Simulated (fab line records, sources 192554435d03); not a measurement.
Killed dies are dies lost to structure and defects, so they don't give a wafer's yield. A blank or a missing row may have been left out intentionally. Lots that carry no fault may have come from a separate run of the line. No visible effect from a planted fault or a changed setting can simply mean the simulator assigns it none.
Split-lot experiment -- flow n5Finfet -- 7 lots, 21 wafers read, on a route of 1938 steps

## ABOUT THE SPLIT
At N5_BEOL_M0_ETCH_109 (etches SiCN in CH3F/O2, target depth 8 nm, overetch 2.4 nm, time 27.4 s), the setting biasW was moved away from the recipe's 75 W on 6 of the 21 wafers read, by -12.7% to +10.0%. For the rest of the wafers, this setting stayed at what the recipe calls for.

Reading taken at the split's own step.

## THE READING
rfVppV, in V, at N5_BEOL_M0_ETCH_109 (etches SiCN in CH3F/O2, target depth 8 nm, overetch 2.4 nm, time 27.4 s). On this fab line, fault-free wafers typically give 298.3 V with a standard deviation of 1.5 V.

wafer,"tool, chamber at the split","biasW as run, W",against the recipe,"rfVppV, V",against lot-mates on the recipe
L075.2,"rieDiel-02, 2",75,recipe,299.5,-
L075.3,"rieDiel-02, 0",75,recipe,298.3,-
L075.6,"rieDiel-02, 1",75,recipe,296.4,-
L077.1,"rieDiel-03, 1",75,recipe,295.0,-
L077.2,"rieDiel-03, 3",75,recipe,298.9,-
L077.5,"rieDiel-03, 0",75,recipe,296.6,-
L078.4,"rieDiel-02, 3",68.05,-9.3%,281.3,-15.0
L078.5,"rieDiel-02, 2",68.05,-9.3%,282.1,-14.2
L078.6,"rieDiel-02, 1",75,recipe,296.3,-
L081.1,"rieDiel-02, 3",75,recipe,296.1,-
L081.3,"rieDiel-02, 0",65.44,-12.7%,272.2,-25.9
L081.5,"rieDiel-02, 2",75,recipe,300.2,-
L082.1,"rieDiel-03, 2",82.52,+10.0%,319.5,+22.1
L082.2,"rieDiel-03, 0",75,recipe,299.3,-
L082.5,"rieDiel-03, 1",75,recipe,295.4,-
L090.2,"rieDiel-03, 0",75,recipe,298.6,-
L090.4,"rieDiel-03, 1",69.52,-7.3%,285.7,-12.9
L090.6,"rieDiel-03, 3",69.52,-7.3%,284.3,-14.3
L093.4,"rieDiel-03, 2",75,recipe,298.1,-
L093.5,"rieDiel-03, 1",75,recipe,300.0,-
L093.6,"rieDiel-03, 0",75,recipe,298.3,-

THE FIT
A straight line over all 21 wafers: rfVppV changes by +1.92 V for each +1% of biasW; r = +0.98; the points scatter about the line by 1.7 V.
The same after taking each lot's own level away (the mean of its wafers on the recipe; 21 wafers): +1.91 V for each +1%; r = +0.98; scatter 1.8 V.
That fit puts the effect of the largest move of biasW on the reading at 24 V.
The span of the lots' own levels, 296.30 to 298.80 V, comes to 1.7 times the standard deviation stated above.
The two slopes agree, so the slope changes little with the lot-to-lot level.
Check: -23.2 V against its lot-mates is what the line predicts for one of the wafers moved furthest among these (-12.7%) when that wafer is left out of the fit. It came out at -25.9 V against them.
Tool readings at the split's step, against how far the setting was moved: rfVppV r = +0.98.

## ADDITIONAL SPLITS CARRIED BY THESE WAFERS
Before the reading, these wafers also passed through other splits. Each is held against what the fit with the lots' levels taken away leaves over:
other split on the same wafers,wafers away from the commonest value,r with rfVppV (lot level and that fit taken away)
N5_MOL_CONTACT_COAG_COAT_34 spinRpm,9,+0.11
N5_MOL_CONTACT_COAG_ALD_133 aldCycles,12,-0.03
N5_BEOL_M0_SAQP_EXPOSE_37 doseMj,8,+0.16
N5_BEOL_M0_SAQP_CUT_ETCH_46 sourceW,9,+0.27
N5_BEOL_M0_ETCH_128 sourceW,5,+0.26

## THE FILE'S OWN FIT
rfVppV changes by +1.96 V for each +1% of biasW, r = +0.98.
